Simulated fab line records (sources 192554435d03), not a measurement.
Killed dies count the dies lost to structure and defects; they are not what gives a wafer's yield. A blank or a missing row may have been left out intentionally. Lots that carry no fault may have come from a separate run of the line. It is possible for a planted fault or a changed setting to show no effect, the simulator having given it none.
The tool behind it: which one? :: flow n5 finfet :: Sampling: 9 lots, 27 wafers, 5 of 1938 route steps

## WHAT THE GAUGES SHOWED, per wafer
N5_BEOL_M4_RC_MEAS_101. Usual: DIBL_N 36.3 mV/V, standard deviation 1.2; DIBL_P 36.3 mV/V, standard deviation 1.4; IOFF_N 0.157 nA/um, standard deviation 0.02; IOFF_P 0.22 nA/um, standard deviation 0.033; ION_N 675 uA/um, standard deviation 9.6; ION_P 465 uA/um, standard deviation 8.2; SS_N 71.4 mV/dec, standard deviation 0.45; SS_P 73.3 mV/dec, standard deviation 0.54; VT_N 249.8 mV, standard deviation 2.5; VT_P -249 mV, standard deviation 3.2.
lot: L254
measured: day 9 17:05
on: prober-01
DIBL_N (mV/V): 36.7 36.6 36.4
DIBL_P (mV/V): 36.7 36.2 36.4
IOFF_N (nA/um): 0.185 0.163 0.179
IOFF_P (nA/um): 0.25 0.23 0.25
ION_N (uA/um): 695 679 695
ION_P (uA/um): 475 466 477
SS_N (mV/dec): 72.2 71.9 71.0
SS_P (mV/dec): 73.9 72.6 72.6
VT_N (mV): 247.5 250.2 246.5
VT_P (mV): -249 -249 -246
flag: 

lot: L253
measured: day 9 23:38
on: prober-01
DIBL_N (mV/V): 36.5 37.5 36.6
DIBL_P (mV/V): 35.2 37.4 34.6
IOFF_N (nA/um): 0.145 0.176 0.138
IOFF_P (nA/um): 0.20 0.24 0.19
ION_N (uA/um): 677 690 674
ION_P (uA/um): 465 477 460
SS_N (mV/dec): 71.7 71.7 71.2
SS_P (mV/dec): 73.1 73.4 73.4
VT_N (mV): 253.5 246.0 252.7
VT_P (mV): -251 -247 -251
flag: 

lot: L255
measured: day 10 15:31
on: prober-02
DIBL_N (mV/V): 37.3 37.8 36.0
DIBL_P (mV/V): 37.8 38.3 35.7
IOFF_N (nA/um): 0.178 0.186 0.139
IOFF_P (nA/um): 0.22 0.24 0.19
ION_N (uA/um): 683 679 670
ION_P (uA/um): 471 472 463
SS_N (mV/dec): 72.2 72.5 71.3
SS_P (mV/dec): 72.9 73.4 72.7
VT_N (mV): 244.7 248.3 251.5
VT_P (mV): -250 -250 -252
flag: 

lot: L262
measured: day 12 05:26
on: prober-01
DIBL_N (mV/V): 37.2 35.8 36.2
DIBL_P (mV/V): 37.3 36.4 36.6
IOFF_N (nA/um): 0.182 0.173 0.173
IOFF_P (nA/um): 0.25 0.24 0.23
ION_N (uA/um): 680 680 677
ION_P (uA/um): 475 472 465
SS_N (mV/dec): 71.3 71.3 71.1
SS_P (mV/dec): 73.5 73.9 72.8
VT_N (mV): 248.5 249.2 247.7
VT_P (mV): -246 -245 -246
flag: 

lot: L266
measured: day 12 10:00
on: prober-02
DIBL_N (mV/V): 36.0 36.0 36.0
DIBL_P (mV/V): 35.9 36.1 36.1
IOFF_N (nA/um): 0.160 0.152 0.159
IOFF_P (nA/um): 0.20 0.20 0.20
ION_N (uA/um): 683 672 685
ION_P (uA/um): 463 461 463
SS_N (mV/dec): 71.2 71.7 71.2
SS_P (mV/dec): 73.4 72.8 72.5
VT_N (mV): 249.9 249.2 248.5
VT_P (mV): -250 -252 -251
flag: 

lot: L264
measured: day 12 12:53
on: prober-02
DIBL_N (mV/V): 37.1 36.4 34.7
DIBL_P (mV/V): 37.0 36.4 34.0
IOFF_N (nA/um): 0.156 0.154 0.120
IOFF_P (nA/um): 0.22 0.21 0.18
ION_N (uA/um): 666 671 660
ION_P (uA/um): 459 457 453
SS_N (mV/dec): 71.4 72.1 70.6
SS_P (mV/dec): 74.0 73.0 73.4
VT_N (mV): 250.1 252.0 254.0
VT_P (mV): -249 -251 -253
flag: 

lot: L272
measured: day 13 19:12
on: prober-01
DIBL_N (mV/V): 35.7 37.4 36.5
DIBL_P (mV/V): 36.1 37.9 36.6
IOFF_N (nA/um): 0.147 0.182 0.170
IOFF_P (nA/um): 0.25 0.28 0.26
ION_N (uA/um): 673 675 667
ION_P (uA/um): 469 473 464
SS_N (mV/dec): 71.2 71.5 71.8
SS_P (mV/dec): 73.3 74.0 73.9
VT_N (mV): 249.2 246.1 247.4
VT_P (mV): -246 -245 -246
flag: 

lot: L270
measured: day 13 20:59
on: prober-02
DIBL_N (mV/V): 38.3 37.7 38.1
DIBL_P (mV/V): 38.4 38.6 38.6
IOFF_N (nA/um): 0.206 0.195 0.199
IOFF_P (nA/um): 0.26 0.26 0.26
ION_N (uA/um): 675 675 692
ION_P (uA/um): 463 467 474
SS_N (mV/dec): 72.1 72.2 71.5
SS_P (mV/dec): 74.6 73.5 73.9
VT_N (mV): 247.8 247.5 244.4
VT_P (mV): -247 -249 -245
flag: 

lot: L271
measured: day 14 03:20
on: prober-02
DIBL_N (mV/V): 37.2 37.1 35.9
DIBL_P (mV/V): 37.3 36.7 34.6
IOFF_N (nA/um): 0.186 0.174 0.154
IOFF_P (nA/um): 0.26 0.25 0.22
ION_N (uA/um): 691 683 689
ION_P (uA/um): 481 473 474
SS_N (mV/dec): 71.4 71.6 70.7
SS_P (mV/dec): 74.0 74.1 73.9
VT_N (mV): 247.1 249.6 253.2
VT_P (mV): -246 -247 -250
flag: 

## EACH LOT AND THE TOOL THAT RAN IT (in order: tool; ch and the chambers of the sampled wafers; start)
lot: L254
N5_BEOL_M4_STRIP_36: rie diel-03 ch 0,2, day 9 11:53
N5_BEOL_M4_DEGAS_44: pvd sputter-01, day 9 13:13
N5_BEOL_M4_SPUTTER_48: pvd sputter-01, day 9 14:07
N5_BEOL_M4_SPUTTER_88: pvd sputter-01, day 9 14:59

lot: L253
N5_BEOL_M4_STRIP_36: rie diel-01 ch 0,1, day 9 18:53
N5_BEOL_M4_DEGAS_44: pvd sputter-02, day 9 19:37
N5_BEOL_M4_SPUTTER_48: pvd sputter-01, day 9 20:36
N5_BEOL_M4_SPUTTER_88: pvd sputter-01, day 9 21:29

lot: L255
N5_BEOL_M4_STRIP_36: rie diel-03 ch 1,3, day 10 11:17
N5_BEOL_M4_DEGAS_44: pvd sputter-03, day 10 11:44
N5_BEOL_M4_SPUTTER_48: pvd sputter-03, day 10 12:29
N5_BEOL_M4_SPUTTER_88: pvd sputter-03, day 10 13:22

lot: L262
N5_BEOL_M4_STRIP_36: rie diel-01 ch 1,2,3, day 12 00:16
N5_BEOL_M4_DEGAS_44: pvd sputter-02, day 12 01:14
N5_BEOL_M4_SPUTTER_48: pvd sputter-03, day 12 01:56
N5_BEOL_M4_SPUTTER_88: pvd sputter-03, day 12 02:49

lot: L266
N5_BEOL_M4_STRIP_36: rie diel-06 ch 0,3, day 12 05:40
N5_BEOL_M4_DEGAS_44: pvd sputter-03, day 12 06:16
N5_BEOL_M4_SPUTTER_48: pvd sputter-03, day 12 07:01
N5_BEOL_M4_SPUTTER_88: pvd sputter-03, day 12 07:53

lot: L264
N5_BEOL_M4_STRIP_36: rie diel-03 ch 1,2,3, day 12 08:25
N5_BEOL_M4_DEGAS_44: pvd sputter-03, day 12 08:51
N5_BEOL_M4_SPUTTER_48: pvd sputter-01, day 12 09:34
N5_BEOL_M4_SPUTTER_88: pvd sputter-01, day 12 10:27

lot: L272
N5_BEOL_M4_STRIP_36: rie diel-03 ch 0,2,3, day 13 15:05
N5_BEOL_M4_DEGAS_44: pvd sputter-02, day 13 15:34
N5_BEOL_M4_SPUTTER_48: pvd sputter-03, day 13 16:17
N5_BEOL_M4_SPUTTER_88: pvd sputter-03, day 13 17:10

lot: L270
N5_BEOL_M4_STRIP_36: rie diel-01 ch 1,2,3, day 13 16:22
N5_BEOL_M4_DEGAS_44: pvd sputter-01, day 13 17:19
N5_BEOL_M4_SPUTTER_48: pvd sputter-03, day 13 18:07
N5_BEOL_M4_SPUTTER_88: pvd sputter-03, day 13 19:00

lot: L271
N5_BEOL_M4_STRIP_36: rie diel-01 ch 2,3, day 13 22:33
N5_BEOL_M4_DEGAS_44: pvd sputter-03, day 13 23:08
N5_BEOL_M4_SPUTTER_48: pvd sputter-03, day 14 00:08
N5_BEOL_M4_SPUTTER_88: pvd sputter-03, day 14 01:01
- N5_BEOL_M4_STRIP_36: strips in N2/H2.
- N5_BEOL_M4_DEGAS_44: time 60 s.
- N5_BEOL_M4_SPUTTER_48: material Cu, target thk 4.5 nm, time 8.29 s.
- N5_BEOL_M4_SPUTTER_88: material Cu, target thk 4.5 nm, time 8.29 s.

## AS READ BY THE TOOLS THEMSELVES (means over the sampled wafers that have a number; for cases with no such wafer, the mark the record gives instead)
N5_BEOL_M4_STRIP_36. Usual: chamber pressure mTorr 20.00 mTorr, standard deviation 0.033; drypump motor current A 5.7 A, standard deviation 0.36; oes product au 0.80 a.u., standard deviation 0.076; rf vpp V 59.4 V, standard deviation 1.4; showerhead plenum p Torr 2.56 Torr, standard deviation 0.089; throttle valve pct 23.7 %, standard deviation 0.41.
lot: L254
tool: rie diel-03
chamber pressure mTorr (mTorr): 20.06
drypump motor current A (A): 5.9
oes product au (a.u.): 0.74
rf vpp V (V): 60.6
showerhead plenum p Torr (Torr): 2.63
throttle valve pct (%): 23.9
flag: 

lot: L253
tool: rie diel-01
chamber pressure mTorr (mTorr): 19.99
drypump motor current A (A): 5.5
oes product au (a.u.): 0.84
rf vpp V (V): 58.9
showerhead plenum p Torr (Torr): 2.53
throttle valve pct (%): 23.6
flag: 

lot: L255
tool: rie diel-03
chamber pressure mTorr (mTorr): 19.99
drypump motor current A (A): 5.6
oes product au (a.u.): 0.80
rf vpp V (V): 58.3
showerhead plenum p Torr (Torr): 2.59
throttle valve pct (%): 23.4
flag: 

lot: L262
tool: rie diel-01
chamber pressure mTorr (mTorr): 20.01
drypump motor current A (A): 5.8
oes product au (a.u.): 0.79
rf vpp V (V): 60.1
showerhead plenum p Torr (Torr): 2.55
throttle valve pct (%): 23.5
flag: 

lot: L266
tool: rie diel-06
chamber pressure mTorr (mTorr): 20.00
drypump motor current A (A): 5.6
oes product au (a.u.): 0.76
rf vpp V (V): 59.6
showerhead plenum p Torr (Torr): 2.54
throttle valve pct (%): 23.6
flag: 

lot: L264
tool: rie diel-03
chamber pressure mTorr (mTorr): 20.05
drypump motor current A (A): 5.5
oes product au (a.u.): 0.77
rf vpp V (V): 59.5
showerhead plenum p Torr (Torr): 2.57
throttle valve pct (%): 23.5
flag: 

lot: L272
tool: rie diel-03
chamber pressure mTorr (mTorr): 20.03
drypump motor current A (A): 5.6
oes product au (a.u.): 0.90
rf vpp V (V): 60.3
showerhead plenum p Torr (Torr): 2.65
throttle valve pct (%): 23.7
flag: 

lot: L270
tool: rie diel-01
chamber pressure mTorr (mTorr): 20.03
drypump motor current A (A): 5.8
oes product au (a.u.): 0.78
rf vpp V (V): 58.7
showerhead plenum p Torr (Torr): 2.54
throttle valve pct (%): 23.5
flag: 

lot: L271
tool: rie diel-01
chamber pressure mTorr (mTorr): 20.02
drypump motor current A (A): 6.0
oes product au (a.u.): 0.74
rf vpp V (V): 60.1
showerhead plenum p Torr (Torr): 2.57
throttle valve pct (%): 23.8
flag: 

N5_BEOL_M4_DEGAS_44. Usual: heater power w 313 W, standard deviation 26.
lot: L254
tool: pvd sputter-01
heater power w (W): 280
flag: 

lot: L253
tool: pvd sputter-02
heater power w (W): 326
flag: 

lot: L255
tool: pvd sputter-03
heater power w (W): 308
flag: 

lot: L262
tool: pvd sputter-02
heater power w (W): 319
flag: 

lot: L266
tool: pvd sputter-03
heater power w (W): 316
flag: 

lot: L264
tool: pvd sputter-03
heater power w (W): 322
flag: 

lot: L272
tool: pvd sputter-02
heater power w (W): 323
flag: 

lot: L270
tool: pvd sputter-01
heater power w (W): 282
flag: 

lot: L271
tool: pvd sputter-03
heater power w (W): 318
flag: 

N5_BEOL_M4_SPUTTER_48. Usual: chamber pressure pa 0.07 Pa, standard deviation 0.00014; chuck gas flow sccm 1.26 sccm, standard deviation 0.057; throttle valve pct 29.5 %, standard deviation 0.77.
lot: L254
tool: pvd sputter-01
chamber pressure pa (Pa): 0.07
chuck gas flow sccm (sccm): 1.28
throttle valve pct (%): 29.8
flag: 

lot: L253
tool: pvd sputter-01
chamber pressure pa (Pa): -
chuck gas flow sccm (sccm): -
throttle valve pct (%): -
flag: OFF

lot: L255
tool: pvd sputter-03
chamber pressure pa (Pa): -
chuck gas flow sccm (sccm): -
throttle valve pct (%): -
flag: OFF

lot: L262
tool: pvd sputter-03
chamber pressure pa (Pa): 0.07
chuck gas flow sccm (sccm): 1.25
throttle valve pct (%): 29.5
flag: 

lot: L266
tool: pvd sputter-03
chamber pressure pa (Pa): 0.07
chuck gas flow sccm (sccm): 1.23
throttle valve pct (%): 29.2
flag: 

lot: L264
tool: pvd sputter-01
chamber pressure pa (Pa): 0.07
chuck gas flow sccm (sccm): 1.27
throttle valve pct (%): 29.3
flag: 

lot: L272
tool: pvd sputter-03
chamber pressure pa (Pa): 0.07
chuck gas flow sccm (sccm): 1.25
throttle valve pct (%): 28.8
flag: 

lot: L270
tool: pvd sputter-03
chamber pressure pa (Pa): 0.07
chuck gas flow sccm (sccm): 1.30
throttle valve pct (%): 29.4
flag: 

lot: L271
tool: pvd sputter-03
chamber pressure pa (Pa): 0.07
chuck gas flow sccm (sccm): 1.32
throttle valve pct (%): 28.8
flag: 

N5_BEOL_M4_SPUTTER_88. Usual: chamber pressure pa 0.07002 Pa, standard deviation 0.00014; chuck gas flow sccm 1.26 sccm, standard deviation 0.047; throttle valve pct 29.5 %, standard deviation 0.77.
lot: L254
tool: pvd sputter-01
chamber pressure pa (Pa): 0.06995
chuck gas flow sccm (sccm): 1.26
throttle valve pct (%): 29.8
flag: 

lot: L253
tool: pvd sputter-01
chamber pressure pa (Pa): 0.07011
chuck gas flow sccm (sccm): 1.21
throttle valve pct (%): 28.9
flag: 

lot: L255
tool: pvd sputter-03
chamber pressure pa (Pa): 0.06999
chuck gas flow sccm (sccm): 1.29
throttle valve pct (%): 29.3
flag: 

lot: L262
tool: pvd sputter-03
chamber pressure pa (Pa): 0.07003
chuck gas flow sccm (sccm): 1.27
throttle valve pct (%): 29.5
flag: 

lot: L266
tool: pvd sputter-03
chamber pressure pa (Pa): 0.07012
chuck gas flow sccm (sccm): 1.24
throttle valve pct (%): 29.4
flag: 

lot: L264
tool: pvd sputter-01
chamber pressure pa (Pa): 0.06983
chuck gas flow sccm (sccm): 1.31
throttle valve pct (%): 29.5
flag: 

lot: L272
tool: pvd sputter-03
chamber pressure pa (Pa): 0.07007
chuck gas flow sccm (sccm): 1.29
throttle valve pct (%): 29.0
flag: 

lot: L270
tool: pvd sputter-03
chamber pressure pa (Pa): 0.06992
chuck gas flow sccm (sccm): 1.24
throttle valve pct (%): 29.4
flag: 

lot: L271
tool: pvd sputter-03
chamber pressure pa (Pa): 0.06990
chuck gas flow sccm (sccm): 1.20
throttle valve pct (%): 28.9
flag: 

## THE ANSWER, worked out from the rows above alone
Rule: a lot is off if the mean of its wafers that have a number lies more than 3 standard deviations from the usual mean. A lot without any number at a reading at which 4 lots or more have one is off too. Where the step has rows for the other lots, those lots are counted as sound. First the gauges in route order, then the tools' own readings, where a lot's mean is used as printed above. The first step at which some lot is off is used, and at that step the reading that is off furthest; a lot without a number counts as furthest.
Off: L253, L255, at N5_BEOL_M4_SPUTTER_48 (chamber pressure pa). Without a number there: L253, L255.
A tool fits if, at that step or a process step before it, it ran every lot that is off, and no sound lot after the first of them. None of those tried fits.

## WHAT THE SIMULATOR HAD PUT IN
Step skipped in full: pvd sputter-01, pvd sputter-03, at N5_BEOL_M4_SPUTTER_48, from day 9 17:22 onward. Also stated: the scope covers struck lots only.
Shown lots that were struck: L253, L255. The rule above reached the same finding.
